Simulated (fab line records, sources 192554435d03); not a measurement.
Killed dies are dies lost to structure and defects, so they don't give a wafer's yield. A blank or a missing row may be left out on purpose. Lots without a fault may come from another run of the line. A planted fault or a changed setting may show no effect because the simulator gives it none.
One fault seen from 3 desks | flow n5_finfet | each desk has only its own numbers; what lay behind them comes last

THE METROLOGY DESK
What the gauges read, lot by lot, whatever tool the lot ran on: means of the sampled wafers that have a number. A lot is out of limits, marked OUT, if its mean lies more than 4 standard deviations from the usual mean; the brackets give that distance.
Columns: A = cd_nm at N5_BEOL_M9_CD_MEAS_35, usual 69.9 nm
lot  | first seen here | A
L779 | day 9 11:38     | 70.6
L780 | day 10 10:22    | 70.7
L782 | day 11 03:44    | 69.1
L783 | day 11 11:44    | 69.4
L784 | day 11 16:13    | 69.2
L785 | day 11 16:16    | 69.3
L787 | day 13 02:32    | 70.0
L791 | day 13 19:05    | 70.4
L798 | day 14 16:58    | 69.9
L802 | day 16 18:16    | 69.2
This desk's finding: nothing out of limits on any of the 10 lots.

THE DEFECT DESK
What the inspections along the route counted, lot by lot: means of the sampled wafers that have a number. A lot is out of limits, marked OUT, if its mean lies more than 4 standard deviations from the usual mean; the brackets give that distance.
Columns: A = raw_defect_count at N5_BEOL_M9_INSPECT_58, usual 68; B = raw_defect_count at N5_BEOL_M10_INSPECT_13, usual 404; C = raw_defect_count at N5_BEOL_M10_INSPECT_30, usual 404
lot  | first seen here | A             | B              | C
L779 | day 9 15:19     | 57            | 382            | 388
L780 | day 10 13:01    | 53            | 362            | 362
L782 | day 11 06:12    | 42            | 358            | 361
L783 | day 11 14:15    | 87            | 498            | 497
L784 | day 11 18:35    | 57            | 351            | 358
L785 | day 11 18:46    | 67            | 374            | 360
L787 | day 13 05:07    | 56            | 348            | 356
L791 | day 13 21:58    | 612 (+27) OUT | 908 (+6.2) OUT | 904 (+6.0) OUT
L798 | day 14 19:43    | 71            | 366            | 371
L802 | day 16 20:40    | 78            | 359            | 359
This desk's finding: out of limits on L791; first on L791, day 13 21:58 (raw_defect_count at N5_BEOL_M9_INSPECT_58). In limits: L779, L780, L782, L783, L784, L785, L787, L798, L802.

THE TOOL OWNER'S DESK: pecvd-02
The tool's own readings at N5_BEOL_M9_PRE_CLEAN_55 (time 15 s): means of the sampled wafers that have a number, for each lot that ran on this tool. A lot is out of limits, marked OUT, if its mean lies more than 4 standard deviations from the usual mean; the brackets give that distance.
Columns: A = rf_fwd_power_W at N5_BEOL_M9_PRE_CLEAN_55, usual 294.9 W
lot  | first seen here | A
L782 | day 11 06:04    | 293.8
L783 | day 11 14:07    | 294.0
L785 | day 11 18:39    | 293.8
L787 | day 13 04:59    | 294.3
L791 | day 13 21:51    | 293.1
This desk's finding: nothing out of limits on any of the 5 lots.

PUT TOGETHER
The defect desk could have raised an alarm at day 13 21:58, on L791.
The metrology desk saw nothing out of limits.
The tool owner's desk saw nothing out of limits.
The metrology desk has L791 on record, within its limits.
The tool owner's desk has L791 on record, within its limits.
Of the lots named, all ran N5_BEOL_M9_PRE_CLEAN_55 on pecvd-02.

WHAT THE SIMULATOR HAD PUT IN
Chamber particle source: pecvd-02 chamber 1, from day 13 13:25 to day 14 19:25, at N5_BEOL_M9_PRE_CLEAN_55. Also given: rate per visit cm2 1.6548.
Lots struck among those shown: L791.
Hours from the fault's start to each desk's first reading out of limits: the defect desk, 9.
